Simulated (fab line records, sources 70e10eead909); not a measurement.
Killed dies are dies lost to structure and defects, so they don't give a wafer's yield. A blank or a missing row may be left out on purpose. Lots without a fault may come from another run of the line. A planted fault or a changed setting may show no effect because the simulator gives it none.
fab line records | flow nand_harc
record lots=6 wafers=17 last_day=31
route steps=1302 shown A_SGD_CUT@901
lots that met no fault: from a run of the same line without faults
start_h: hours from the record's first day to the start of the lot's first wafer shown | wait_h: hours since the lot's step before | " the same as in the row above | L1.1+2: a row that stands for several wafers | - no value, or no start given | * or withheld: withheld | < > ~ a bound
route shown NAME@n: a module of which the file shows steps, and the number in the route of the first | usual: mean/standard deviation of fault-free wafers | same: alike in all rows | chamber/n: place in a boat | sites: the reading at each site | _std_site: their standard deviation | _edge_site: outer sites' mean less inner sites' | radius_mm: how far each site lies from the wafer's centre | mask NAME#n: copy n | behind: the tool/chamber that last shaped the wafer | hold: why the lot was held/for how many hours/how that ended | device: the transistor (n, p or np) that didn't switch | end of line: the same wafers' tests at the end of the route | a step without rows: its recipe alone | killed: dies lost to structure and defects at the first sort, not the wafer's yield | map: a wafer's dies, x killed, . not, _ none there
set.NAME: the setting as run; set.NAME@STEP: as run at that earlier step | model.NAME: the simulator's own value behind a step, which no gauge read
lots at some steps of the route; a table a step, a row a wafer
services: from which hour (start_h, from the record's first day; less than 0 if before it) a tool's chamber was out of use, for how many hours, and why
## steps
# step NHARC_A_SGD_CUT_CD_MEAS_09
# recipe target_cd_nm=100 landing_energy_ev=500
# usual cd_nm=99.7/0.57
# columns lot.wafer tool chamber start_h wait_h cd_nm
L805.1 cd_sem-02 0 457.85 - 100.2
L805.3 " 0 " " 99.5
L805.6 " 0 " " 98.9
L810.3 cd_sem-01 0 496.72 - 99.3
L810.5 " 0 " " 99.0
L818.2 cd_sem-03 0 579.57 - 99.9
L818.3 " 0 " " 99.6
L818.4 " 0 " " 99.9
L816.1 cd_sem-03 0 579.72 - 99.3
L816.4 " 0 " " 99.6
L816.6 " 0 " " 99.2
L823.1 cd_sem-01 0 630.15 - 100.4
L823.3 " 0 " " 99.4
L823.6 " 0 " " 100.3
L821.2 cd_sem-03 0 631.41 - 100.2
L821.4 " 0 " " 99.6
L821.6 " 0 " " 100.2
# step NHARC_A_SGD_CUT_OVL_MEAS_10
# usual overlay_x_nm=0.2/1.1 overlay_y_nm=-0.3/0.67
# columns lot.wafer tool chamber start_h wait_h overlay_x_nm overlay_y_nm
L805.1 overlay-02 - 457.94 - -1.9 -2.0
L805.3 " - " " -2.3 -2.1
L805.6 " - " " -1.8 -2.2
L810.3 overlay-01 - 496.81 - 2.3 -0.5
L810.5 " - " " 2.5 -0.4
L818.2 overlay-01 - 579.65 - 0.3 -0.4
L818.3 " - " " 0.8 0.3
L818.4 " - " " 0.6 0.1
L816.1 overlay-02 - 579.81 - 0.6 -1.1
L816.4 " - " " 1.1 -0.8
L816.6 " - " " 0.8 -0.7
L823.1 overlay-02 - 630.25 - -2.2 0.0
L823.3 " - " " -2.3 0.1
L823.6 " - " " -1.4 0.1
L821.2 overlay-02 - 631.50 - 0.2 -0.5
L821.4 " - " " 0.5 -0.2
L821.6 " - " " -0.2 -0.1
# step NHARC_A_SGD_CUT_INSPECT_11
# usual raw_defect_count=62/32
# columns lot.wafer tool chamber start_h wait_h raw_defect_count
L805.1 defect_inspect-02 - 457.98 0.0 120
L805.3 " - " " 100
L805.6 " - " " 123
L810.3 defect_inspect-01 - 496.84 0.0 119
L810.5 " - " " 100
L818.2 defect_inspect-02 - 579.69 0.0 45
L818.3 " - " " 55
L818.4 " - " " 57
L816.1 defect_inspect-02 - 579.85 0.0 112
L816.4 " - " " 78
L816.6 " - " " 100
L823.1 defect_inspect-01 - 630.29 0.0 67
L823.3 " - " " 67
L823.6 " - " " 82
L821.2 defect_inspect-02 - 631.53 0.0 105
L821.4 " - " " 122
L821.6 " - " " 107
# step NHARC_A_SGD_CUT_DESCUM_14
# recipe time_s=3 o2_flow_sccm=200 ar_flow_sccm=0 bias_power_w=0 chemistry=O2
# usual drypump_motor_current_A=5.6/0.43 mfc_ar_sccm=0.012/0.014 oes_product_au=1.001/0.01 rf_vpp_V=57.8/0.92 showerhead_plenum_p_Torr=1.90/0.1 throttle_valve_pct=11.312/0.0094
# columns lot.wafer tool chamber start_h wait_h drypump_motor_current_A mfc_ar_sccm oes_product_au rf_hours_counter_h rf_vpp_V showerhead_plenum_p_Torr throttle_valve_pct
L805.1 rie_diel-13 3 458.05 0.1 6.2 0.006 1.001 8 58.4 1.79 11.324
L805.3 " 1 " " 5.4 0 1.005 2 57.1 1.80 11.306
L805.6 " 2 " " 5.0 0 1.011 - 58.5 1.81 11.301
L810.3 rie_diel-13 1 496.92 0.1 5.4 0 1.003 6 57.9 1.80 11.320
L810.5 " 0 " " 5.5 0 1.009 - 56.3 1.85 11.307
L818.3 rie_diel-13 2 579.75 0.1 5.0 0 1.008 4 57.6 1.81 11.311
L818.4 " 3 " " 6.2 0.006 1.005 4 56.5 1.78 11.302
L818.2 " 1 " " 5.4 0 0.998 4 58.4 1.79 11.312
L816.4 rie_diel-02 3 579.91 0.1 5.8 0.036 0.985 0 58.6 2.06 11.319
L816.1 " 2 " " 5.7 0.017 0.994 0 58.1 2.03 11.308
L816.6 " 3 " " 5.8 0.036 0.979 - 60.3 2.06 11.308
L823.1 rie_diel-02 1 630.37 0.1 5.2 0.041 0.995 2 58.2 1.99 11.332
L823.3 " 2 " " 5.7 0.017 1.012 2 59.1 2.03 11.303
L823.6 " 0 " " 5.1 0.022 0.989 - 59.0 2.01 11.314
L821.2 rie_diel-02 2 631.61 0.1 5.7 0.017 0.994 3 57.8 2.03 11.296
L821.4 " 3 " " 5.8 0.036 0.992 3 57.6 2.06 11.315
L821.6 " 0 " " 5.1 0.022 0.985 - 58.8 2.01 11.301
# step NHARC_A_SGD_CUT_ETCH_58
# recipe target_depth_a=390 over_etch_frac=0.3 time_s=65 ion_energy_ev=80 cf4_flow_sccm=150 ar_flow_sccm=0 rf_w=300 bias_w=100 chemistry=CF4
# usual bias_w=100.0/0.31 drypump_motor_current_A=5.6/0.42 mfc_ar_sccm=0.012/0.014 oes_product_au=1.000/0.01 rf_vpp_V=151.1/1.4 showerhead_plenum_p_Torr=1.76/0.088 throttle_valve_pct=13.283/0.0089
# columns lot.wafer tool chamber start_h wait_h bias_w drypump_motor_current_A mfc_ar_sccm oes_product_au rf_hours_counter_h rf_vpp_V showerhead_plenum_p_Torr throttle_valve_pct
L805.3 rie_diel-13 2 458.14 0.1 99.7 5.0 0 1.021 10 150.4 1.68 13.283
L805.1 " 3 " " 99.4 6.2 0.006 1.003 8 149.3 1.66 13.281
L805.6 " 1 " " 100.1 5.4 0 1.007 - 148.7 1.67 13.278
L810.3 rie_diel-13 3 497.01 0.1 100.5 6.2 0.006 1.005 11 149.0 1.66 13.282
L810.5 " 1 " " 100.3 5.4 0 1.008 - 149.5 1.67 13.290
L818.2 rie_diel-13 2 579.83 0.1 99.6 5.0 0 1.005 4 150.7 1.68 13.293
L818.3 " 3 " " 99.8 6.2 0.006 1.005 4 151.9 1.66 13.275
L818.4 " 1 " " 100.4 5.4 0 1.005 4 149.5 1.67 13.290
L816.4 rie_diel-02 1 579.99 0.1 100.1 5.2 0.041 0.992 0 153.5 1.84 13.297
L816.1 " 0 " " 100.1 5.1 0.022 0.980 0 151.3 1.85 13.282
L816.6 " 1 " " 100.3 5.2 0.041 0.995 - 152.1 1.84 13.282
L823.3 rie_diel-02 1 630.45 0.1 99.9 5.2 0.041 0.988 2 151.6 1.84 13.300
L823.1 " 2 " " 100.4 5.7 0.017 1.009 2 151.5 1.87 13.280
L823.6 " 3 " " 99.7 5.8 0.036 0.991 - 152.0 1.89 13.275
L821.4 rie_diel-02 3 631.68 0.1 100.1 5.8 0.036 0.969 3 153.2 1.89 13.266
L821.2 " 0 " " 100.1 5.1 0.022 0.977 3 151.1 1.85 13.297
L821.6 " 0 " " 100.0 5.0 0.022 0.985 - 151.3 1.85 13.263
# step NHARC_A_SGD_CUT_ETCH_59
# recipe target_depth_a=2600 over_etch_frac=0.25 time_s=406.25 ion_energy_ev=200 n2_flow_sccm=150 h2_flow_sccm=150 ar_flow_sccm=0 rf_w=400 bias_w=150 chemistry=N2/H2
# usual bias_w=150.0/0.42 drypump_motor_current_A=5.6/0.41 mfc_ar_sccm=0.012/0.014 oes_product_au=1.003/0.0096 rf_vpp_V=430/3.2 showerhead_plenum_p_Torr=2.02/0.11 throttle_valve_pct=14.172/0.0085
# columns lot.wafer tool chamber start_h wait_h bias_w drypump_motor_current_A mfc_ar_sccm oes_product_au rf_hours_counter_h rf_vpp_V showerhead_plenum_p_Torr throttle_valve_pct
L805.1 rie_diel-13 0 - - 151.0 5.5 0 1.004 10 427 1.97 14.170
L805.3 " 2 " " 150.5 5.0 0 1.022 10 428 1.93 14.168
L805.6 " 0 " " 150.5 5.5 0 1.012 - 428 1.97 14.161
L810.3 rie_diel-13 0 - - 150.0 5.5 0 0.999 14 429 1.97 14.161
L810.5 " 1 " " 150.4 5.4 0 1.006 - 429 1.91 14.166
L818.3 rie_diel-13 0 - - 149.6 5.5 0 1.006 3 428 1.97 14.172
L818.4 " 1 " " 150.4 5.4 0 1.014 4 425 1.91 14.173
L818.2 " 2 " " 149.7 5.0 0 1.010 4 428 1.93 14.182
L816.1 rie_diel-02 2 - - 150.0 5.7 0.017 0.992 0 433 2.16 14.172
L816.4 " 3 " " 149.8 5.8 0.036 0.984 0 433 2.20 14.182
L816.6 " 3 " " 150.1 5.8 0.036 0.999 - 435 2.20 14.165
L823.3 rie_diel-02 3 - - 150.6 5.8 0.036 0.994 3 435 2.20 14.167
L823.1 " 1 " " 150.3 5.2 0.041 0.993 2 435 2.13 14.175
L823.6 " 3 " " 150.1 5.8 0.036 0.991 - 434 2.20 14.170
L821.2 rie_diel-02 2 - - 149.7 5.7 0.017 0.994 3 433 2.16 14.159
L821.4 " 3 " " 150.5 5.8 0.036 0.998 3 435 2.20 14.166
L821.6 " 2 " " 150.2 5.7 0.017 1.007 - 435 2.16 14.186
# step NHARC_A_SGD_CUT_ETCH_15
# recipe target_depth_a=750 time_s=64.3 ch3f_flow_sccm=50 o2_flow_sccm=30 ar_flow_sccm=200 rf_w=500 bias_w=100 chemistry=CH3F/O2
# usual bias_w=100.0/0.3 drypump_motor_current_A=5.6/0.42 mfc_ar_sccm=200.1/0.6 oes_product_au=0.962/0.019 rf_vpp_V=263.7/2 showerhead_plenum_p_Torr=2.44/0.13 throttle_valve_pct=20.662/0.0096
# columns lot.wafer tool chamber start_h wait_h bias_w drypump_motor_current_A mfc_ar_sccm oes_product_au rf_hours_counter_h rf_vpp_V showerhead_plenum_p_Torr throttle_valve_pct
L805.1 rie_diel-13 1 - - 99.9 5.4 199.8 0.981 2 262.5 2.31 20.674
L805.3 " 0 " " 100.4 5.5 200.2 0.974 10 260.8 2.38 20.675
L805.6 " 1 " " 99.3 5.4 200.0 0.970 - 259.5 2.31 20.685
L810.3 rie_diel-13 1 - - 100.2 5.4 199.5 0.981 7 262.9 2.31 20.655
L810.5 " 1 " " 100.2 5.4 198.7 0.990 - 262.3 2.31 20.666
L818.4 rie_diel-13 3 - - 99.9 6.2 200.8 0.961 5 260.4 2.30 20.669
L818.3 " 0 " " 99.9 5.5 200.3 0.963 3 261.7 2.38 20.676
L818.2 " 2 " " 99.5 5.0 200.9 0.956 4 262.3 2.33 20.647
L816.4 rie_diel-02 2 - - 100.2 5.7 200.1 0.973 0 266.6 2.60 20.677
L816.1 " 1 " " 100.2 5.2 199.4 0.978 0 265.3 2.56 20.675
L816.6 " 3 " " 99.8 5.8 200.1 0.957 - 266.9 2.64 20.654
L823.1 rie_diel-02 2 - - 100.2 5.7 200.4 0.919 3 265.9 2.60 20.648
L823.3 " 3 " " 100.0 5.8 199.1 0.917 3 266.5 2.64 20.659
L823.6 " 2 " " 100.1 5.7 200.7 0.923 - 267.2 2.60 20.671
L821.4 rie_diel-02 1 - - 100.2 5.2 200.6 0.943 3 264.0 2.56 20.660
L821.2 " 2 " " 100.5 5.7 200.3 0.984 3 266.8 2.60 20.656
L821.6 " 3 " " 100.1 5.8 200.6 0.959 - 267.5 2.64 20.645
# step NHARC_A_SGD_CUT_ETCH_16
# recipe target_depth_a=3105 time_s=155.2 c4f8_flow_sccm=withheld o2_flow_sccm=8 ar_flow_sccm=withheld rf_w=600 bias_w=800 chemistry=C4F8/O2/Ar
# usual bias_w=799.6/2.2 oes_product_au=0.973/0.016 rf_vpp_V=722/5.3
# columns lot.wafer tool chamber start_h wait_h bias_w oes_product_au rf_hours_counter_h rf_vpp_V
L805.1 rie_diel-13 1 - - 798.3 0.982 2 716
L805.3 " 2 " " 796.8 0.982 10 718
L805.6 " 0 " " 801.6 0.980 - 721
L810.3 rie_diel-13 0 - - 802.7 0.984 14 719
L810.5 " 2 " " 800.5 0.993 - 718
L818.3 rie_diel-13 3 - - 802.7 0.961 5 717
L818.4 " 1 " " 798.0 0.963 4 717
L818.2 " 2 " " 798.9 0.954 4 719
L816.1 rie_diel-02 3 - - 799.0 0.978 0 730
L816.4 " 0 " " 800.3 0.956 0 728
L816.6 " 2 " " 799.9 0.982 - 730
L823.3 rie_diel-02 0 - - 797.2 0.929 3 728
L823.1 " 2 " " 800.4 0.950 3 729
L823.6 " 0 " " 798.5 0.932 - 727
L821.2 rie_diel-02 2 - - 798.1 0.977 3 728
L821.4 " 3 " " 796.3 0.982 3 730
L821.6 " 2 " " 796.6 0.974 - 729
# step NHARC_A_SGD_CUT_STRIP_60
# recipe c4f8_flow_sccm=withheld o2_flow_sccm=8 ar_flow_sccm=withheld bias_w=0 chemistry=C4F8/O2/Ar
# step NHARC_A_SGD_CUT_STRIP_17
# recipe o2_flow_sccm=500 ar_flow_sccm=0 bias_w=0 chemistry=O2
# step NHARC_A_SGD_CUT_PRECLEAN_18
# recipe time_s=* temp_c=50 bath_age_min=0 chemistry=SC1
# step NHARC_A_SGD_CUT_SRD_19
# step NHARC_A_SGD_CUT_DEP_20
# recipe target_thk_a=1500 temp_c=65 material=SiO2
# columns lot.wafer tool chamber start_h wait_h
L805.1+3+6 fcvd-01 1 459.19 -
L810.3+5 fcvd-01 1,0 498.53 -
L818.2+3+4 fcvd-01 1,0,1 580.90 -
L816.1+4+6 fcvd-02 0 581.02 -
L823.1+3+6 fcvd-01 1,1,0 631.51 0.1
L821.2+4+6 fcvd-01 1,0,1 632.72 -
# step NHARC_A_SGD_CUT_ANNEAL_27
# recipe temp_c=450 time_s=1800
# step NHARC_A_SGD_CUT_CMP_21
# recipe target_thk_nm=148.19
# usual motor_current_A=12.6/0.86 time_to_endpoint_s=50.1/2.7
# columns lot.wafer tool chamber start_h wait_h motor_current_A time_to_endpoint_s
L805.1 cmp-02 2 465.28 0.4 11.7 23.1
L805.3 " 3 " " 13.2 22.5
L805.6 " 1 " " 11.8 47.9
L810.3 cmp-01 1 505.02 0.4 13.2 24.6
L810.5 " 0 " " 13.2 45.4
L818.4 cmp-04 2 585.56 0.4 13.5 49.2
L818.2 " 3 " " 11.2 46.2
L818.3 " 0 " " 12.5 47.8
L816.1 cmp-01 0 585.56 0.4 11.9 48.5
L816.4 " 2 " " 13.9 51.9
L816.6 " 0 " " 12.7 49.9
L823.3 cmp-02 3 636.31 0.4 12.7 46.2
L823.1 " 1 " " 10.8 46.0
L823.6 " 0 " " 12.9 49.3
L821.2 cmp-04 1 636.34 0.4 14.1 51.0
L821.4 " 3 " " 11.7 50.2
L821.6 " 0 " " 12.3 51.3
# step NHARC_A_SGD_CUT_THK_MEAS_22
# recipe thk_meas_gauge=ellipsometry
# usual thk_nm=148.1/1.5
# columns lot.wafer tool chamber start_h wait_h thk_nm
L805.1 film_metro-02 - 465.51 0.2 73.0
L805.3 " - " " 74.6
L805.6 " - " " 147.4
L810.3 film_metro-01 - 505.25 0.2 75.8
L810.5 " - " " 147.6
L818.2 film_metro-02 - 585.81 0.2 147.9
L818.3 " - " " 148.1
L818.4 " - " " 148.0
L816.1 film_metro-01 - 585.82 0.2 149.4
L816.4 " - " " 147.5
L816.6 " - " " 147.8
L823.1 film_metro-01 - 636.57 0.2 149.1
L823.3 " - " " 147.6
L823.6 " - " " 146.8
L821.2 film_metro-02 - 636.57 0.2 147.2
L821.4 " - " " 147.4
L821.6 " - " " 150.2
# step NHARC_A_SGD_CUT_SRD_23
## services
# columns tool chamber start_h hours kind
cmp-04 - 435.30 6.4 repair
cmp-04 - 441.76 1.4 repair
fcvd-01 0 447.89 5.1 repair
cmp-02 - 451.31 0.3 repair
cmp-04 - 459.91 0.5 repair
cmp-04 - 467.61 0.4 repair
cmp-04 - 505.07 4.0 pm
cmp-04 - 510.12 2.4 repair
rie_diel-13 - 519.00 9.0 pm
fcvd-01 - 520.36 0.6 repair
cmp-04 - 522.72 0.8 repair
fcvd-01 - 525.98 0.6 repair
cmp-02 - 526.65 4.0 pm
rie_diel-02 1 541.87 8.5 repair
fcvd-01 - 547.00 13.0 pm
rie_diel-13 0 547.53 12.4 repair
rie_diel-02 3 548.17 3.1 repair
rie_diel-02 - 548.86 0.5 repair
rie_diel-13 2 549.59 6.3 repair
fcvd-01 - 561.77 2.4 repair
cmp-04 - 568.15 4.6 repair
rie_diel-02 - 570.76 9.0 pm
rie_diel-13 1 610.55 9.0 repair
rie_diel-02 1 623.55 5.7 repair
## key
first_sign step=NHARC_A_SGD_CUT_CMP_21 reading=time_to_endpoint_s direction=down sigmas=10 usual=* struck=*
effect step=NHARC_A_SGD_CUT_THK_MEAS_22 reading=thk_nm direction=down sigmas=50 usual=148.1 struck=74.5
met_at NHARC_A_SGD_CUT_DEP_20
struck_wafers L805.1,L805.3,L810.3
tester_left_out L805,L810
fault kind=process_parameter_drift tool=fcvd-01 chamber=- onset_h=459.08 steps=NHARC_A_SGD_CUT_DEP_20 channel=target_thk_a offset=* shape=step end_h=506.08 scope=struck_wafers_only acts_in=* stated=*
# tester_left_out: of these lots the tester's yield and bins aren't shown, on N5 and GAA mostly nor the transistor test; their killed dies are dies lost to structure and defects alone, not to doping, threshold or leakage, so they don't give the yield
